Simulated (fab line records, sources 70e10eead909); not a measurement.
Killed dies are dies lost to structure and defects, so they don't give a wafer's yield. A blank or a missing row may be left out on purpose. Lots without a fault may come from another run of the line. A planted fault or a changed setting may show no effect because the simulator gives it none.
Which tool did it? | flow nand_harc | 24 lots, 72 wafers sampled, at 6 steps of a route of 1159

WHAT THE GAUGES READ, wafer by wafer
The record holds no reading of a measuring or inspecting step that can be judged against a usual standard deviation.

WHICH TOOL RAN EACH LOT (tool, then ch and the chambers of the sampled wafers, then the start)
lot  | NHARC_A_STAIRCASE_DESCUM_168       | NHARC_A_STAIRCASE_STRIP_171          | NHARC_A_STAIRCASE_TRIM_16                     | NHARC_A_STAIRCASE_ETCH_188                    | NHARC_A_STAIRCASE_TRIM_196         | NHARC_A_STAIRCASE_STRIP_238
L076 | rie_diel-03 ch 0,1, day 11 06:33   | plasma_asher-01 ch 0,1, day 11 06:56 | rie_diel-03 ch 0,2, day 11 14:19 or earlier   | rie_diel-03 ch 0,1,2, day 11 14:19 or earlier | rie_diel-13 ch 0,1,3, day 11 14:19 | plasma_asher-01 ch 0,1, day 11 21:05
L075 | rie_diel-03 ch 0,1, day 11 06:44   | plasma_asher-01 ch 0,1, day 11 07:10 | rie_diel-13 ch 0,3, day 11 14:01 or earlier   | rie_diel-03 ch 0,1,3, day 11 14:01 or earlier | rie_diel-03 ch 1,2, day 11 14:01   | plasma_asher-02 ch 0,1, day 11 19:22
L077 | rie_diel-03 ch 0,2, day 11 10:12   | plasma_asher-01 ch 0,1, day 11 10:38 | rie_diel-06 ch 0,1, day 11 18:18 or earlier   | rie_diel-03 ch 0,1,2, day 11 18:18 or earlier | rie_diel-13 ch 0,2,3, day 11 18:18 | plasma_asher-02 ch 0,1, day 11 23:29
L074 | rie_diel-03 ch 1,2,3, day 11 10:23 | plasma_asher-02 ch 0,1, day 11 10:49 | rie_diel-03 ch 0,2,3, day 11 18:18 or earlier | rie_diel-03 ch 2,3, day 11 18:18 or earlier   | rie_diel-06 ch 0,1,3, day 11 18:18 | plasma_asher-02 ch 0,1, day 12 00:06
L078 | rie_diel-03 ch 0,1, day 11 13:46   | plasma_asher-02 ch 0,1, day 11 14:16 | rie_diel-03 ch 0,2,3, day 11 22:24 or earlier | rie_diel-06 ch 0,1, day 11 22:24 or earlier   | rie_diel-06 ch 1,3, day 11 22:24   | plasma_asher-02 ch 0,1, day 12 05:42
L080 | rie_diel-06 ch 0,3, day 11 16:44   | plasma_asher-02 ch 0,1, day 11 17:34 | rie_diel-13 ch 0,1,2, day 12 00:04 or earlier | rie_diel-03 ch 0,3, day 12 00:04 or earlier   | rie_diel-03 ch 0,3, day 12 00:04   | plasma_asher-01 ch 0,1, day 12 08:12
L079 | rie_diel-03 ch 2,3, day 11 16:55   | plasma_asher-01 ch 0,1, day 11 17:53 | rie_diel-03 ch 0,1, day 12 00:26 or earlier   | rie_diel-06 ch 0,1,2, day 12 00:26 or earlier | rie_diel-13 ch 0,1,2, day 12 00:26 | plasma_asher-02 ch 0,1, day 12 08:00
L082 | rie_diel-13 ch 0,1,2, day 12 04:27 | plasma_asher-02 ch 0,1, day 12 05:25 | rie_diel-06 ch 0,3, day 12 13:27 or earlier   | rie_diel-03 ch 0,2, day 12 13:27 or earlier   | rie_diel-03 ch 0,3, day 12 13:27   | plasma_asher-02 ch 0,1, day 12 19:11
L081 | rie_diel-03 ch 2,3, day 12 06:16   | plasma_asher-02 ch 0,1, day 12 06:43 | rie_diel-13 ch 0,2,3, day 12 13:08 or earlier | rie_diel-06 ch 0,1,2, day 12 13:08 or earlier | rie_diel-06 ch 0,1, day 12 13:08   | plasma_asher-02 ch 0,1, day 12 19:56
L083 | rie_diel-03 ch 0,2,3, day 13 02:34 | plasma_asher-01 ch 0,1, day 13 02:53 | rie_diel-03 ch 0,2,3, day 13 09:53 or earlier | rie_diel-13 ch 0,1,3, day 13 09:53 or earlier | rie_diel-06 ch 0,1,2, day 13 09:53 | plasma_asher-01 ch 0,1, day 13 15:23
L085 | rie_diel-03 ch 0,2,3, day 13 09:44 | plasma_asher-01 ch 0,1, day 13 10:29 | rie_diel-13 ch 1,2,3, day 13 16:59 or earlier | rie_diel-06 ch 0,1,2, day 13 16:59 or earlier | rie_diel-03 ch 0,1,2, day 13 16:59 | plasma_asher-02 ch 0,1, day 13 22:19
L084 | rie_diel-06 ch 1,2,3, day 13 13:23 | plasma_asher-01 ch 0,1, day 13 13:47 | rie_diel-06 ch 0,2,3, day 13 20:10 or earlier | rie_diel-03 ch 0,1,3, day 13 20:10 or earlier | rie_diel-13 ch 2,3, day 13 20:10   | plasma_asher-02 ch 0,1, day 14 02:36
L087 | rie_diel-13 ch 1,2, day 13 18:46   | plasma_asher-01 ch 0,1, day 13 19:04 | rie_diel-03 ch 1,2, day 14 02:41 or earlier   | rie_diel-06 ch 2,3, day 14 02:41 or earlier   | rie_diel-03 ch 0,1,3, day 14 02:41 | plasma_asher-02 ch 0,1, day 14 08:01
L086 | rie_diel-06 ch 0,1,3, day 13 18:54 | plasma_asher-02 ch 0,1, day 13 19:13 | rie_diel-13 ch 0,1,2, day 14 02:40 or earlier | rie_diel-13 ch 0,2,3, day 14 02:40 or earlier | rie_diel-06 ch 0,2,3, day 14 02:40 | plasma_asher-01 ch 0,1, day 14 07:55
L088 | rie_diel-03 ch 0,1,2, day 14 00:00 | plasma_asher-02 ch 0,1, day 14 00:22 | rie_diel-13 ch 1,2, day 14 06:59 or earlier   | rie_diel-06 ch 0,1, day 14 06:59 or earlier   | rie_diel-06 ch 0,3, day 14 06:59   | plasma_asher-01 ch 0,1, day 14 12:51
L089 | rie_diel-03 ch 0,1,3, day 14 14:51 | plasma_asher-01 ch 0,1, day 14 15:35 | rie_diel-03 ch 0,1, day 14 22:40 or earlier   | rie_diel-13 ch 0,2, day 14 22:40 or earlier   | rie_diel-06 ch 1,2,3, day 14 22:40 | plasma_asher-02 ch 0,1, day 15 03:41
L090 | rie_diel-13 ch 0,2,3, day 14 15:02 | plasma_asher-01 ch 0,1, day 14 15:54 | rie_diel-13 ch 0,1, day 14 23:49 or earlier   | rie_diel-13 ch 0,1, day 14 23:49 or earlier   | rie_diel-06 ch 0,2,3, day 14 23:49 | plasma_asher-02 ch 0,1, day 15 04:44
L091 | rie_diel-03 ch 0,2,3, day 15 03:22 | plasma_asher-01 ch 0,1, day 15 03:50 | rie_diel-06 ch 0,2,3, day 15 10:17 or earlier | rie_diel-13 ch 0,3, day 15 10:17 or earlier   | rie_diel-03 ch 0,2, day 15 10:17   | plasma_asher-02 ch 0,1, day 15 16:09
L092 | rie_diel-03 ch 2,3, day 15 03:46   | plasma_asher-02 ch 0,1, day 15 04:04 | rie_diel-13 ch 0,2,3, day 15 10:46 or earlier | rie_diel-13 ch 2,3, day 15 10:46 or earlier   | rie_diel-13 ch 1,2, day 15 10:46   | plasma_asher-01 ch 0,1, day 15 16:02
L093 | rie_diel-06 ch 0,3, day 15 11:20   | plasma_asher-02 ch 0,1, day 15 11:46 | rie_diel-13 ch 0,1,3, day 15 18:17 or earlier | rie_diel-13 ch 0,1,2, day 15 18:17 or earlier | rie_diel-13 ch 1,2, day 15 18:17   | plasma_asher-02 ch 1, day 15 23:13
L094 | rie_diel-13 ch 0,1,3, day 15 11:26 | plasma_asher-02 ch 0,1, day 15 12:08 | rie_diel-03 ch 0,3, day 15 18:56 or earlier   | rie_diel-06 ch 0,2,3, day 15 18:56 or earlier | rie_diel-06 ch 0,3, day 15 18:56   | plasma_asher-02 ch 0,1, day 16 00:16
L096 | rie_diel-13 ch 0,1,3, day 16 02:13 | plasma_asher-01 ch 0,1, day 16 02:40 | rie_diel-03 ch 1,2, day 16 09:08 or earlier   | rie_diel-03 ch 0,3, day 16 09:08 or earlier   | rie_diel-06 ch 0,2,3, day 16 09:08 | plasma_asher-01 ch 0,1, day 16 14:04
L095 | rie_diel-13 ch 0,1,3, day 16 06:46 | plasma_asher-01 ch 0,1, day 16 07:12 | rie_diel-13 ch 0,1,2, day 16 13:46 or earlier | rie_diel-13 ch 0,1,3, day 16 13:46 or earlier | rie_diel-06 ch 0,1,3, day 16 13:46 | plasma_asher-01 ch 0,1, day 16 18:44
L097 | rie_diel-13 ch 0,1, day 16 16:20   | plasma_asher-01 ch 0,1, day 16 16:42 | rie_diel-06 ch 0,1,3, day 16 23:47 or earlier | rie_diel-13 ch 1,2,3, day 16 23:47 or earlier | rie_diel-06 ch 0,1, day 16 23:47   | plasma_asher-01 ch 0,1, day 17 04:34
- NHARC_A_STAIRCASE_DESCUM_168: chemistry O2, time 3 s.
- NHARC_A_STAIRCASE_STRIP_171: strips in O2.
- NHARC_A_STAIRCASE_TRIM_16: chemistry O2, time 211.2 s.
- NHARC_A_STAIRCASE_ETCH_188: etches the open film in C4F8/O2, target depth 100 nm, time 40.5 s.
- NHARC_A_STAIRCASE_TRIM_196: chemistry O2, time 211.2 s.
- NHARC_A_STAIRCASE_STRIP_238: strips in O2.

WHAT THE TOOLS THEMSELVES READ (means of the sampled wafers that have a number; where no wafer has one, the mark that the record gives instead)
NHARC_A_STAIRCASE_DESCUM_168. Usual: drypump_motor_current_A 5.5 A, standard deviation 0.46; oes_product_au 0.997 a.u., standard deviation 0.01; rf_vpp_V 57.9 V, standard deviation 0.87; showerhead_plenum_p_Torr 1.95 Torr, standard deviation 0.091; throttle_valve_pct 11.310 %, standard deviation 0.0095.
lot  | tool        | drypump_motor_current_A (A) | oes_product_au (a.u.) | rf_vpp_V (V) | showerhead_plenum_p_Torr (Torr) | throttle_valve_pct (%) | flag
L076 | rie_diel-03 | 6.0                         | 1.008                 | 57.9         | 1.94                            | 11.310                 |
L075 | rie_diel-03 | 5.8                         | 1.000                 | 57.4         | 1.92                            | 11.312                 |
L077 | rie_diel-03 | 5.2                         | 0.999                 | 57.5         | 1.92                            | 11.306                 |
L074 | rie_diel-03 | 5.5                         | 1.000                 | 58.2         | 2.01                            | 11.319                 |
L078 | rie_diel-03 | 5.8                         | 0.992                 | 58.1         | 1.91                            | 11.318                 |
L080 | rie_diel-06 | 5.8                         | 0.989                 | 57.3         | 1.82                            | 11.311                 |
L079 | rie_diel-03 | 5.0                         | 1.002                 | 57.7         | 2.02                            | 11.310                 |
L082 | rie_diel-13 | 5.4                         | 0.995                 | 58.3         | 1.90                            | 11.312                 |
L081 | rie_diel-03 | 5.2                         | 0.989                 | 58.2         | 2.04                            | 11.297                 |
L083 | rie_diel-03 | 5.2                         | 0.987                 | 58.9         | 1.98                            | 11.301                 |
L085 | rie_diel-03 | 5.2                         | 0.986                 | 58.2         | 1.98                            | 11.308                 |
L084 | rie_diel-06 | 5.5                         | 0.994                 | 57.9         | 1.91                            | 11.317                 |
L087 | rie_diel-13 | 5.4                         | 1.001                 | 56.9         | 1.89                            | 11.303                 |
L086 | rie_diel-06 | 5.6                         | 0.995                 | 56.9         | 1.83                            | 11.304                 |
L088 | rie_diel-03 | 5.5                         | 1.002                 | 57.6         | 1.94                            | 11.314                 |
L089 | rie_diel-03 | 5.8                         | 0.996                 | 58.5         | 1.96                            | 11.304                 |
L090 | rie_diel-13 | 5.5                         | 1.002                 | 57.6         | 1.94                            | 11.315                 |
L091 | rie_diel-03 | 5.2                         | 0.985                 | 58.1         | 1.97                            | 11.306                 |
L092 | rie_diel-03 | 5.0                         | 0.988                 | 59.0         | 2.01                            | 11.306                 |
L093 | rie_diel-06 | 6.0                         | 0.996                 | 57.2         | 1.80                            | 11.307                 |
L094 | rie_diel-13 | 5.5                         | 0.998                 | 57.7         | 1.99                            | 11.308                 |
L096 | rie_diel-13 | 5.5                         | 0.999                 | 58.3         | 1.99                            | 11.307                 |
L095 | rie_diel-13 | 5.5                         | 1.000                 | 57.7         | 1.99                            | 11.316                 |
L097 | rie_diel-13 | 5.4                         | 1.005                 | 57.9         | 1.94                            | 11.312                 |

NHARC_A_STAIRCASE_STRIP_171. Usual: drypump_motor_current_A 5.7 A, standard deviation 0.31; heater_power_w 347 W, standard deviation 28.
lot  | tool            | drypump_motor_current_A (A) | heater_power_w (W) | flag
L076 | plasma_asher-01 | 5.8                         | 325                |
L075 | plasma_asher-01 | 5.6                         | 324                |
L077 | plasma_asher-01 | 5.6                         | 319                |
L074 | plasma_asher-02 | 5.8                         | 377                |
L078 | plasma_asher-02 | 5.8                         | 374                |
L080 | plasma_asher-02 | 5.8                         | 374                |
L079 | plasma_asher-01 | 5.9                         | 319                |
L082 | plasma_asher-02 | 5.8                         | 372                |
L081 | plasma_asher-02 | 5.5                         | 356                |
L083 | plasma_asher-01 | 5.8                         | 341                |
L085 | plasma_asher-01 | 5.8                         | 335                |
L084 | plasma_asher-01 | 5.6                         | 341                |
L087 | plasma_asher-01 | 5.8                         | 336                |
L086 | plasma_asher-02 | 5.5                         | 351                |
L088 | plasma_asher-02 | 5.5                         | 356                |
L089 | plasma_asher-01 | 5.6                         | 343                |
L090 | plasma_asher-01 | 5.7                         | 339                |
L091 | plasma_asher-01 | 5.8                         | 338                |
L092 | plasma_asher-02 | 5.8                         | 374                |
L093 | plasma_asher-02 | 5.8                         | 377                |
L094 | plasma_asher-02 | 5.8                         | 379                |
L096 | plasma_asher-01 | 5.6                         | 339                |
L095 | plasma_asher-01 | 5.6                         | 336                |
L097 | plasma_asher-01 | 5.8                         | 333                |

NHARC_A_STAIRCASE_TRIM_16. Usual: drypump_motor_current_A 5.6 A, standard deviation 0.41; oes_product_au 1.000 a.u., standard deviation 0.01; rf_vpp_V 57.9 V, standard deviation 1.1; showerhead_plenum_p_Torr 3.56 Torr, standard deviation 0.17; throttle_valve_pct 17.037 %, standard deviation 0.0089.
lot  | tool        | drypump_motor_current_A (A) | oes_product_au (a.u.) | rf_vpp_V (V) | showerhead_plenum_p_Torr (Torr) | throttle_valve_pct (%) | flag
L076 | rie_diel-03 | 5.2                         | 0.999                 | 57.9         | 3.55                            | 17.031                 |
L075 | rie_diel-13 | 5.6                         | 0.999                 | 58.3         | 3.41                            | 17.044                 |
L077 | rie_diel-06 | 5.2                         | 0.999                 | 57.6         | 3.42                            | 17.036                 |
L074 | rie_diel-03 | 5.2                         | 0.990                 | 57.8         | 3.65                            | 17.041                 |
L078 | rie_diel-03 | 5.2                         | 0.982                 | 57.7         | 3.64                            | 17.034                 |
L080 | rie_diel-13 | 5.5                         | 1.006                 | 57.0         | 3.51                            | 17.039                 |
L079 | rie_diel-03 | 5.8                         | 1.000                 | 56.8         | 3.52                            | 17.031                 |
L082 | rie_diel-06 | 5.8                         | 0.991                 | 57.7         | 3.36                            | 17.042                 |
L081 | rie_diel-13 | 5.6                         | 1.015                 | 56.7         | 3.41                            | 17.041                 |
L083 | rie_diel-03 | 5.2                         | 0.983                 | 58.6         | 3.64                            | 17.044                 |
L085 | rie_diel-13 | 5.6                         | 1.000                 | 57.2         | 3.56                            | 17.039                 |
L084 | rie_diel-06 | 5.8                         | 0.998                 | 58.0         | 3.50                            | 17.036                 |
L087 | rie_diel-03 | 5.2                         | 1.003                 | 58.3         | 3.63                            | 17.042                 |
L086 | rie_diel-13 | 5.4                         | 1.000                 | 58.2         | 3.50                            | 17.022                 |
L088 | rie_diel-13 | 5.5                         | 0.995                 | 57.6         | 3.39                            | 17.045                 |
L089 | rie_diel-03 | 5.8                         | 1.000                 | 57.7         | 3.51                            | 17.038                 |
L090 | rie_diel-13 | 5.3                         | 1.008                 | 58.2         | 3.61                            | 17.041                 |
L091 | rie_diel-06 | 5.8                         | 0.996                 | 58.6         | 3.49                            | 17.045                 |
L092 | rie_diel-13 | 5.6                         | 0.999                 | 57.4         | 3.58                            | 17.041                 |
L093 | rie_diel-13 | 5.5                         | 1.000                 | 57.7         | 3.66                            | 17.035                 |
L094 | rie_diel-03 | 5.5                         | 0.990                 | 57.1         | 3.57                            | 17.032                 |
L096 | rie_diel-03 | 5.8                         | 1.008                 | 57.8         | 3.60                            | 17.032                 |
L095 | rie_diel-13 | 5.4                         | 1.007                 | 57.2         | 3.49                            | 17.036                 |
L097 | rie_diel-06 | 5.6                         | 1.012                 | 56.4         | 3.36                            | 17.040                 |

NHARC_A_STAIRCASE_ETCH_188. Usual: oes_product_au 0.936 a.u., standard deviation 0.015; rf_vpp_V 898 V, standard deviation 6.2.
lot  | tool        | oes_product_au (a.u.) | rf_vpp_V (V) | flag
L076 | rie_diel-03 | 0.924                 | 898          |
L075 | rie_diel-03 | 0.914                 | 900          |
L077 | rie_diel-03 | 0.927                 | 897          |
L074 | rie_diel-03 | 0.920                 | 902          |
L078 | rie_diel-06 | 0.941                 | 892          |
L080 | rie_diel-03 | 0.931                 | 903          |
L079 | rie_diel-06 | 0.936                 | 897          |
L082 | rie_diel-03 | 0.934                 | 899          |
L081 | rie_diel-06 | 0.928                 | 895          |
L083 | rie_diel-13 | 0.940                 | 901          |
L085 | rie_diel-06 | 0.935                 | 895          |
L084 | rie_diel-03 | 0.936                 | 900          |
L087 | rie_diel-06 | 0.927                 | 894          |
L086 | rie_diel-13 | 0.950                 | 898          |
L088 | rie_diel-06 | 0.931                 | 890          |
L089 | rie_diel-13 | 0.960                 | 896          |
L090 | rie_diel-13 | 0.929                 | 899          |
L091 | rie_diel-13 | 0.948                 | 901          |
L092 | rie_diel-13 | 0.927                 | 901          |
L093 | rie_diel-13 | 0.949                 | 894          |
L094 | rie_diel-06 | 0.938                 | 895          |
L096 | rie_diel-03 | 0.920                 | 901          |
L095 | rie_diel-13 | 0.958                 | 900          |
L097 | rie_diel-13 | 0.960                 | 896          |

NHARC_A_STAIRCASE_TRIM_196. Usual: drypump_motor_current_A 5.6 A, standard deviation 0.39; oes_product_au 0.998 a.u., standard deviation 0.01; rf_vpp_V 57.6 V, standard deviation 0.97; showerhead_plenum_p_Torr 3.50 Torr, standard deviation 0.17; throttle_valve_pct 17.036 %, standard deviation 0.0094.
lot  | tool        | drypump_motor_current_A (A) | oes_product_au (a.u.) | rf_vpp_V (V) | showerhead_plenum_p_Torr (Torr) | throttle_valve_pct (%) | flag
L076 | rie_diel-13 | 5.5                         | 1.015                 | 58.5         | 3.51                            | 17.037                 |
L075 | rie_diel-03 | 5.8                         | 1.003                 | 58.2         | 3.63                            | 17.042                 |
L077 | rie_diel-13 | 5.5                         | 0.999                 | 56.9         | 3.41                            | 17.033                 |
L074 | rie_diel-06 | 5.6                         | 0.998                 | 57.2         | 3.39                            | 17.038                 |
L078 | rie_diel-06 | 5.7                         | 0.995                 | 56.8         | 3.38                            | 17.041                 |
L080 | rie_diel-03 | 5.5                         | 0.989                 | 58.0         | 3.69                            | 17.033                 |
L079 | rie_diel-13 | 5.4                         | 0.994                 | 57.7         | 3.51                            | 17.032                 |
L082 | rie_diel-03 | 5.5                         | 0.996                 | 58.0         | 3.69                            | 17.041                 |
L081 | rie_diel-06 | 5.2                         | 0.995                 | 57.0         | 3.41                            | 17.035                 |
L083 | rie_diel-06 | 5.4                         | 0.994                 | 57.2         | 3.53                            | 17.034                 |
L085 | rie_diel-03 | 5.5                         | 1.008                 | 58.3         | 3.57                            | 17.031                 |
L084 | rie_diel-13 | 5.6                         | 1.002                 | 57.5         | 3.47                            | 17.041                 |
L087 | rie_diel-03 | 5.8                         | 0.996                 | 58.4         | 3.62                            | 17.041                 |
L086 | rie_diel-06 | 5.8                         | 0.992                 | 57.3         | 3.50                            | 17.041                 |
L088 | rie_diel-06 | 6.0                         | 0.987                 | 57.2         | 3.34                            | 17.042                 |
L089 | rie_diel-06 | 5.6                         | 1.005                 | 57.7         | 3.52                            | 17.027                 |
L090 | rie_diel-06 | 5.8                         | 0.995                 | 57.9         | 3.49                            | 17.031                 |
L091 | rie_diel-03 | 5.2                         | 0.987                 | 58.0         | 3.52                            | 17.035                 |
L092 | rie_diel-13 | 5.5                         | 1.003                 | 57.1         | 3.39                            | 17.037                 |
L093 | rie_diel-13 | 5.5                         | 0.998                 | 57.5         | 3.39                            | 17.035                 |
L094 | rie_diel-06 | 6.0                         | 0.996                 | 57.0         | 3.34                            | 17.043                 |
L096 | rie_diel-06 | 5.7                         | 1.005                 | 57.2         | 3.48                            | 17.036                 |
L095 | rie_diel-06 | 5.6                         | 0.998                 | 56.8         | 3.36                            | 17.028                 |
L097 | rie_diel-06 | 5.2                         | 0.997                 | 57.8         | 3.39                            | 17.037                 |

NHARC_A_STAIRCASE_STRIP_238. Usual: drypump_motor_current_A 5.7 A, standard deviation 0.33; heater_power_w 354 W, standard deviation 30.
lot  | tool            | drypump_motor_current_A (A) | heater_power_w (W) | flag
L076 | plasma_asher-01 | 5.8                         | 320                |
L075 | plasma_asher-02 | 5.8                         | 373                |
L077 | plasma_asher-02 | 5.5                         | 354                |
L074 | plasma_asher-02 | 5.5                         | 355                |
L078 | plasma_asher-02 | 5.8                         | 381                |
L080 | plasma_asher-01 | 5.8                         | 324                |
L079 | plasma_asher-02 | 5.5                         | 357                |
L082 | plasma_asher-02 | 5.5                         | 356                |
L081 | plasma_asher-02 | 5.8                         | 376                |
L083 | plasma_asher-01 | 5.6                         | 340                |
L085 | plasma_asher-02 | 5.5                         | 357                |
L084 | plasma_asher-02 | 5.8                         | 378                |
L087 | plasma_asher-02 | 5.5                         | 356                |
L086 | plasma_asher-01 | 5.8                         | 345                |
L088 | plasma_asher-01 | 5.8                         | 336                |
L089 | plasma_asher-02 | 5.5                         | 357                |
L090 | plasma_asher-02 | 5.5                         | 350                |
L091 | plasma_asher-02 | 5.5                         | 356                |
L092 | plasma_asher-01 | 5.6                         | 343                |
L093 | plasma_asher-02 | 5.3                         | 334                |
L094 | plasma_asher-02 | 5.8                         | 375                |
L096 | plasma_asher-01 | 5.7                         | 347                |
L095 | plasma_asher-01 | 5.7                         | 341                |
L097 | plasma_asher-01 | 5.8                         | 339                |

THE ANSWER, worked out from the rows above alone
Rule: a lot is off if the mean of its wafers that have a number lies more than 3 standard deviations from the usual mean. A lot without any number at a reading at which 4 lots or more have one is off too. The other lots that the step has rows for count as sound. The gauges are gone through in route order, then the tools' own readings, and for those a lot's mean is taken as printed above. The first step at which some lot is off is used, and at that step the reading that is off furthest; a lot without a number counts as furthest.
No lot is off at any reading shown: from this, nothing can be told.

WHAT THE SIMULATOR HAD PUT IN
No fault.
